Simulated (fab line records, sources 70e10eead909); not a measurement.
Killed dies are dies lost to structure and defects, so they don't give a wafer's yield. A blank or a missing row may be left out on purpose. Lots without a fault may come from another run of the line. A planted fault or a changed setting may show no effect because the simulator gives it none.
fab line records | flow nand_harc
record lots=11 wafers=33 last_day=33
route steps=1302 shown A_STAIRCASE@670 END@1302
lots that met no fault: from a run of the same line without faults
start_h: hours from the record's first day to the start of the lot's first wafer shown | wait_h: hours since the lot's step before | " the same as in the row above | L1.1+2: a row that stands for several wafers | - no value, or no start given | * or withheld: withheld | < > ~ a bound
route shown NAME@n: a module of which the file shows steps, and the number in the route of the first | usual: mean/standard deviation of fault-free wafers | same: alike in all rows | chamber/n: place in a boat | sites: the reading at each site | _std_site: their standard deviation | _edge_site: outer sites' mean less inner sites' | radius_mm: how far each site lies from the wafer's centre | mask NAME#n: copy n | behind: the tool/chamber that last shaped the wafer | hold: why the lot was held/for how many hours/how that ended | device: the transistor (n, p or np) that didn't switch | end of line: the same wafers' tests at the end of the route | a step without rows: its recipe alone | killed: dies lost to structure and defects at the first sort, not the wafer's yield | map: a wafer's dies, x killed, . not, _ none there
set.NAME: the setting as run; set.NAME@STEP: as run at that earlier step | model.NAME: the simulator's own value behind a step, which no gauge read
steps of the route over a sample of lots; a table a step, a row a wafer
services: from which hour (start_h, from the record's first day; less than 0 if before it) a tool's chamber was out of use, for how many hours, and why
## steps
# step NHARC_A_STAIRCASE_TRIM_14
# recipe time_s=211.2 o2_flow_sccm=500 ar_flow_sccm=0 bias_w=0 chemistry=O2
# usual drypump_motor_current_A=6.0/0.33 oes_product_au=0.999/0.0073 rf_vpp_V=57.8/0.86 run_length_s=232.5/0.4 showerhead_plenum_p_Torr=3.53/0.14 throttle_valve_pct=17.037/0.0086
# columns lot.wafer tool chamber start_h wait_h drypump_motor_current_A oes_product_au rf_hours_counter_h rf_vpp_V run_length_s showerhead_plenum_p_Torr throttle_valve_pct
L776.3 rie_diel-02 3 - - 5.8 0.994 52 56.0 232.7 3.31 17.037
L776.1 " 0 " " 6.0 0.993 56 58.4 232.3 3.45 17.032
L776.2 " 2 " " 6.6 0.987 48 57.1 232.6 3.63 17.035
L778.3 rie_diel-03 3 - - 6.2 1.005 31 59.5 232.7 3.76 17.040
L778.4 " 0 " " 5.7 1.002 26 57.9 231.9 3.45 17.038
L778.6 " 1 " " 5.6 0.988 - 59.6 232.1 3.65 17.039
L781.3 rie_diel-03 3 - - 6.2 1.006 50 57.1 232.7 3.74 17.049
L781.6 " 0 " " 5.7 1.004 - 57.6 232.6 3.44 17.026
L781.5 " 1 " " 5.6 0.997 - 57.7 232.2 3.64 17.036
L782.3 rie_diel-08 2 - - 6.2 1.006 22 58.6 232.2 3.57 17.031
L782.4 " 3 " " 6.0 0.997 23 59.4 232.6 3.73 17.030
L782.6 " 2 " " 6.2 1.009 - 57.7 232.1 3.57 17.038
L784.1 rie_diel-02 1 - - 5.5 0.999 11 58.1 232.3 3.74 17.036
L784.5 " 0 " " 5.9 0.997 - 57.5 232.5 3.44 17.029
L784.6 " 3 " " 5.8 0.986 - 57.1 232.2 3.30 17.032
L786.4 rie_diel-08 3 - - 6.1 1.005 31 58.8 232.4 3.72 17.031
L786.3 " 1 " " 5.7 1.001 29 58.2 231.6 3.43 17.029
L786.6 " 3 " " 6.1 0.996 - 57.6 233.1 3.72 17.055
L790.2 rie_diel-02 3 - - 5.9 1.001 35 57.7 232.4 3.29 17.039
L790.5 " 3 " " 5.9 0.998 - 58.2 232.9 3.29 17.043
L790.6 " 0 " " 6.0 1.012 - 56.8 232.1 3.43 17.041
L793.1 rie_diel-08 0 - - 6.4 0.999 49 58.4 233.2 3.43 17.037
L793.2 " 2 " " 6.2 1.012 56 56.9 232.5 3.55 17.033
L793.5 " 0 " " 6.4 0.992 - 58.6 233.5 3.43 17.033
L794.3 rie_diel-02 2 - - 6.6 0.992 33 57.5 232.3 3.61 17.055
L794.1 " 3 " " 5.8 0.994 47 57.2 232.3 3.28 17.047
L794.5 " 2 " " 6.6 0.988 - 57.9 232.6 3.61 17.034
L797.1 rie_diel-08 3 - - 6.1 1.001 5 57.5 232.6 3.70 17.038
L797.3 " 1 " " 5.7 1.007 5 57.8 232.0 3.41 17.040
L797.5 " 2 " " 6.2 1.001 - 56.8 232.1 3.54 17.034
L796.4 rie_diel-03 1 - - 5.6 0.998 37 58.1 232.2 3.62 17.029
L796.1 " 2 " " 6.5 0.996 33 56.8 232.3 3.37 17.036
L796.2 " 3 " " 6.2 1.009 38 59.3 232.6 3.72 17.041
# step NHARC_A_STAIRCASE_TRIM_16
# recipe time_s=211.2 o2_flow_sccm=500 ar_flow_sccm=0 bias_w=0 chemistry=O2
# usual drypump_motor_current_A=6.0/0.34 oes_product_au=1.000/0.0075 rf_vpp_V=57.8/0.86 run_length_s=232.4/0.39 showerhead_plenum_p_Torr=3.53/0.14 throttle_valve_pct=17.035/0.0093
# columns lot.wafer tool chamber start_h wait_h drypump_motor_current_A oes_product_au rf_hours_counter_h rf_vpp_V run_length_s showerhead_plenum_p_Torr throttle_valve_pct
L776.1 rie_diel-02 3 - - 5.9 0.988 52 57.6 232.7 3.31 17.048
L776.3 " 0 " " 6.0 0.995 56 57.0 232.6 3.45 17.024
L776.2 " 2 " " 6.6 0.987 48 57.1 232.8 3.63 17.044
L778.4 rie_diel-03 2 - - 6.5 1.003 33 57.3 232.4 3.40 17.025
L778.3 " 0 " " 5.7 0.991 26 58.2 232.3 3.45 17.032
L778.6 " 1 " " 5.6 0.992 - 57.9 232.3 3.65 17.019
L781.3 rie_diel-03 0 - - 5.7 0.993 44 58.2 231.8 3.44 17.065
L781.5 " 3 " " 6.2 0.995 - 58.1 232.6 3.74 17.025
L781.6 " 0 " " 5.7 0.998 - 58.9 232.4 3.44 17.035
L782.4 rie_diel-08 2 - - 6.2 1.003 22 57.2 232.2 3.57 17.052
L782.3 " 3 " " 6.0 1.003 23 58.4 232.5 3.73 17.034
L782.6 " 1 " " 5.7 1.007 - 58.1 231.7 3.43 17.041
L784.1 rie_diel-02 0 - - 5.9 1.002 19 56.4 232.5 3.44 17.038
L784.6 " 1 " " 5.5 0.995 - 59.2 232.4 3.74 17.043
L784.5 " 3 " " 5.8 0.990 - 58.8 233.0 3.30 17.044
L786.4 rie_diel-08 0 - - 6.4 1.001 27 57.8 232.9 3.44 17.034
L786.3 " 2 " " 6.2 1.009 32 58.8 232.4 3.56 17.029
L786.6 " 0 " " 6.4 0.990 - 56.5 233.2 3.44 17.015
L790.2 rie_diel-02 0 - - 5.9 1.013 39 57.9 232.1 3.43 17.021
L790.6 " 0 " " 6.0 1.014 - 57.5 232.5 3.43 17.043
L790.5 " 1 " " 5.5 1.001 - 58.1 232.3 3.73 17.039
L793.1 rie_diel-08 2 - - 6.2 1.000 56 57.8 232.8 3.55 17.036
L793.2 " 3 " " 6.1 0.999 55 57.1 232.8 3.71 17.025
L793.5 " 3 " " 6.0 1.006 - 56.7 232.4 3.71 17.030
L794.3 rie_diel-02 2 - - 6.7 0.995 34 58.7 232.6 3.61 17.024
L794.1 " 3 " " 5.8 0.996 47 58.3 232.3 3.28 17.037
L794.5 " 1 " " 5.5 0.992 - 57.4 232.5 3.72 17.040
L797.3 rie_diel-08 1 - - 5.7 1.012 5 56.6 231.8 3.41 17.034
L797.1 " 3 " " 6.1 1.000 5 57.4 232.6 3.70 17.042
L797.5 " 1 " " 5.7 0.996 - 58.3 232.1 3.41 17.047
L796.2 rie_diel-03 2 - - 6.5 0.995 34 58.3 232.0 3.36 17.033
L796.1 " 0 " " 5.7 0.992 45 58.0 232.2 3.41 17.035
L796.4 " 1 " " 5.6 1.003 37 58.7 232.1 3.62 17.034
# step NHARC_A_STAIRCASE_ETCH_19
# recipe target_depth_a=1000 time_s=40.5 ion_energy_ev=400 c4f8_flow_sccm=20 o2_flow_sccm=10 ar_flow_sccm=withheld rf_w=600 bias_w=1000 chemistry=C4F8/O2
# usual oes_product_au=0.942/0.01 rf_vpp_V=896/5.5
# columns lot.wafer tool chamber start_h wait_h oes_product_au rf_hours_counter_h rf_vpp_V
L776.3 rie_diel-02 3 - - 0.931 52 887
L776.1 " 0 " " 0.935 57 894
L776.2 " 2 " " 0.928 49 899
L778.3 rie_diel-03 3 - - 0.934 32 903
L778.4 " 1 " " 0.929 34 900
L778.6 " 3 " " 0.928 - 904
L781.3 rie_diel-03 2 - - 0.952 51 891
L781.5 " 3 " " 0.947 - 905
L781.6 " 0 " " 0.937 - 892
L782.4 rie_diel-08 3 - - 0.961 23 903
L782.3 " 1 " " 0.944 19 892
L782.6 " 3 " " 0.956 - 903
L784.1 rie_diel-02 0 - - 0.950 19 893
L784.6 " 0 " " 0.945 - 892
L784.5 " 1 " " 0.944 - 905
L786.3 rie_diel-08 2 - - 0.949 32 897
L786.4 " 3 " " 0.932 32 903
L786.6 " 1 " " 0.931 - 892
L790.2 rie_diel-02 1 - - 0.952 33 901
L790.5 " 3 " " 0.935 - 885
L790.6 " 0 " " 0.953 - 892
L793.2 rie_diel-08 0 - - 0.940 49 891
L793.1 " 1 " " 0.937 51 892
L793.5 " 3 " " 0.957 - 901
L794.1 rie_diel-02 0 - - 0.951 50 891
L794.3 " 1 " " 0.934 43 903
L794.5 " 3 " " 0.934 - 886
L797.1 rie_diel-08 0 - - 0.947 5 892
L797.3 " 2 " " 0.933 6 897
L797.5 " 0 " " 0.952 - 893
L796.1 rie_diel-03 2 - - 0.939 34 891
L796.4 " 3 " " 0.945 38 903
L796.2 " 1 " " 0.954 37 900
# step NHARC_A_STAIRCASE_TRIM_22
# recipe time_s=211.2 o2_flow_sccm=500 ar_flow_sccm=0 bias_w=0 chemistry=O2
# usual drypump_motor_current_A=6.0/0.32 oes_product_au=1.000/0.0077 rf_vpp_V=57.7/0.91 run_length_s=232.4/0.36 showerhead_plenum_p_Torr=3.53/0.15 throttle_valve_pct=17.036/0.0089
# columns lot.wafer tool chamber start_h wait_h drypump_motor_current_A oes_product_au rf_hours_counter_h rf_vpp_V run_length_s showerhead_plenum_p_Torr throttle_valve_pct
L776.3 rie_diel-02 0 374.54 - 6.0 0.994 57 58.0 232.1 3.45 17.032
L776.2 " 2 " " 6.6 0.992 49 56.7 232.3 3.63 17.039
L776.1 " 3 " " 5.8 0.991 52 55.7 232.6 3.31 17.047
L778.4 rie_diel-08 2 392.59 - 6.3 1.009 2 58.6 232.2 3.58 17.040
L778.3 " 1 " " 5.7 0.993 2 55.8 231.7 3.44 17.046
L778.6 " 2 " " 6.2 1.022 - 57.6 233.0 3.58 17.040
L781.3 rie_diel-03 0 434.06 - 5.7 0.995 45 58.3 231.9 3.44 17.052
L781.5 " 3 " " 6.2 1.003 - 59.0 232.9 3.74 17.042
L781.6 " 0 " " 5.7 1.010 - 57.3 232.1 3.44 17.040
L782.3 rie_diel-08 2 438.12 - 6.2 0.998 22 57.6 232.9 3.57 17.025
L782.4 " 0 " " 6.4 0.982 19 56.6 233.0 3.45 17.029
L782.6 " 1 " " 5.7 1.004 - 57.2 231.8 3.43 17.047
L784.1 rie_diel-02 0 464.65 - 6.0 1.004 19 56.7 232.2 3.44 17.032
L784.5 " 0 " " 5.9 1.005 - 59.0 232.3 3.44 17.030
L784.6 " 3 " " 5.8 0.999 - 57.6 233.0 3.30 17.040
L786.3 rie_diel-02 0 467.03 - 5.9 0.999 20 57.4 232.5 3.44 17.042
L786.4 " 0 " " 5.9 0.999 - 57.8 232.6 3.44 17.044
L786.6 " 1 " " 5.5 0.996 - 57.0 232.4 3.74 17.034
L790.2 rie_diel-08 0 515.33 - 6.4 0.997 44 56.8 298.9 3.43 17.042
L790.6 " 2 " " 6.2 1.005 - 58.0 232.1 3.55 17.043
L790.5 " 3 " " 6.1 1.005 - 57.7 232.7 3.71 17.030
L793.1 rie_diel-03 3 540.79 - 6.2 1.002 21 56.9 232.2 3.73 17.036
L793.2 " 0 " " 5.7 0.996 28 57.8 232.5 3.42 17.035
L793.5 " 0 " " 5.7 0.988 - 58.9 232.2 3.42 17.017
L794.3 rie_diel-02 0 560.96 - 6.0 1.008 50 55.8 232.2 3.42 17.040
L794.1 " 2 " " 6.6 0.994 34 58.2 232.7 3.61 17.035
L794.5 " 0 " " 6.0 1.001 - 57.6 232.2 3.42 17.038
L797.1 rie_diel-03 0 574.59 - 5.7 0.998 45 57.2 232.3 3.41 17.028
L797.3 " 1 " " 5.6 1.001 37 56.3 232.8 3.62 17.032
L797.5 " 1 " " 5.6 0.998 - 58.2 232.2 3.62 17.046
L796.4 rie_diel-03 0 574.68 - 5.7 0.996 46 56.9 231.8 3.41 17.038
L796.2 " 1 " " 5.6 0.999 37 59.0 232.1 3.62 17.033
L796.1 " 2 " " 6.4 0.995 34 58.3 232.0 3.36 17.037
# step NHARC_END_SORT_01
# recipe temp_c=25
# usual killed_at_array=59/19 killed_at_other=0.6/0.85 killed_at_periphery=3.8/2.5 killed_dies=64/19 killed_open=3.3/1.8 killed_short=2.2/1.6
# same gross_dies=677
# columns lot.wafer tool chamber start_h wait_h killed_at_array killed_at_other killed_at_periphery killed_dies killed_open killed_short
L790.2 prober-02 0 736.98 2.8 652 0 2 654 1 3
L790.5 prober-02 0 739.40 3.7 58 0 5 63 7 3
L790.6 prober-02 0 740.21 4.0 55 1 4 60 3 2
# killed by level:class
L790.2 A_STAIRCASE:area_trim=592 A_SLIT:chamber_film_flake=28 A_CHANNEL_HOLE_D1:chamber_film_flake=12 A_CONTACT:chamber_film_flake=6 A_ZERO_WELL:chamber_film_flake=4 A_STAIRCASE:chamber_film_flake=2 A_SGD_CUT:chamber_film_flake=2 A_CHANNEL_HOLE_D1:geometric_particle:short=1
L790.5 A_SLIT:chamber_film_flake=25 A_CONTACT:chamber_film_flake=11 A_CHANNEL_HOLE_D1:chamber_film_flake=9 P_STI:chamber_film_flake=3 P_M0:geometric_particle:open=2 A_CHANNEL_HOLE_D1:geometric_particle:short=2 A_ZERO_WELL:chamber_film_flake=2 A_CHANNEL_HOLE_D1:geometric_particle:open=1
L790.6 A_SLIT:chamber_film_flake=25 A_CHANNEL_HOLE_D1:chamber_film_flake=10 A_CONTACT:chamber_film_flake=5 P_STI:chamber_film_flake=3 A_STAIRCASE:chamber_film_flake=3 A_ZERO_WELL:chamber_film_flake=2 A_CHANNEL_FILL_D2:chamber_film_flake=2 A_BLC:chamber_film_flake=2
## services
# columns tool chamber start_h hours kind
rie_diel-08 1 349.31 3.2 repair
rie_diel-02 3 353.28 2.9 repair
rie_diel-08 3 363.40 7.2 repair
rie_diel-08 - 368.69 9.0 pm
rie_diel-02 1 371.08 4.7 repair
rie_diel-02 0 372.70 - clean
rie_diel-02 2 372.70 - clean
rie_diel-02 3 372.70 - clean
rie_diel-03 0 373.60 1.3 repair
rie_diel-03 3 389.08 1.6 repair
rie_diel-02 - 393.70 9.0 pm
rie_diel-02 0 393.70 9.0 vent_cycle
rie_diel-02 1 393.70 9.0 vent_cycle
rie_diel-02 2 393.70 9.0 vent_cycle
rie_diel-08 0 396.13 5.1 repair
rie_diel-02 1 440.14 22.0 repair
rie_diel-02 2 446.95 33.0 repair
rie_diel-03 1 453.94 20.0 repair
rie_diel-03 - 459.06 9.0 pm
rie_diel-02 3 477.35 3.9 repair
rie_diel-03 3 490.72 4.6 repair
rie_diel-03 - 503.76 0.7 repair
rie_diel-08 - 545.69 9.0 pm
rie_diel-02 - 570.70 9.0 pm
## key
first_sign step=NHARC_A_STAIRCASE_TRIM_22 reading=run_length_s direction=up sigmas=99+ usual=* struck=*
effect step=NHARC_END_SORT_01 reading=killed_dies direction=up sigmas=32 usual=64 struck=654
more_kills_born_at NHARC_A_STAIRCASE_TRIM_22@rie_diel-08=592
met_at NHARC_A_STAIRCASE_TRIM_22
struck_lots L790
struck_wafers L790.2
later_rows_left_out L790.2
tester_left_out L790
not_acting_at NHARC_A_STAIRCASE_TRIM_14,NHARC_A_STAIRCASE_TRIM_16,NHARC_A_STAIRCASE_ETCH_19
onset_between 438.12 515.33
fault kind=process_parameter_drift tool=rie_diel-08 chamber=0 onset_h=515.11 steps=NHARC_A_STAIRCASE_TRIM_22 channel=time_s offset=* shape=step acts_in=* stated=*
# tester_left_out: of these lots the tester's yield and bins aren't shown, on N5 and GAA mostly nor the transistor test; their killed dies are dies lost to structure and defects alone, not to doping, threshold or leakage, so they don't give the yield
# later_rows_left_out: the simulator's readings of these wafers behind a module that went badly wrong aren't trusted and aren't shown, but for the sort
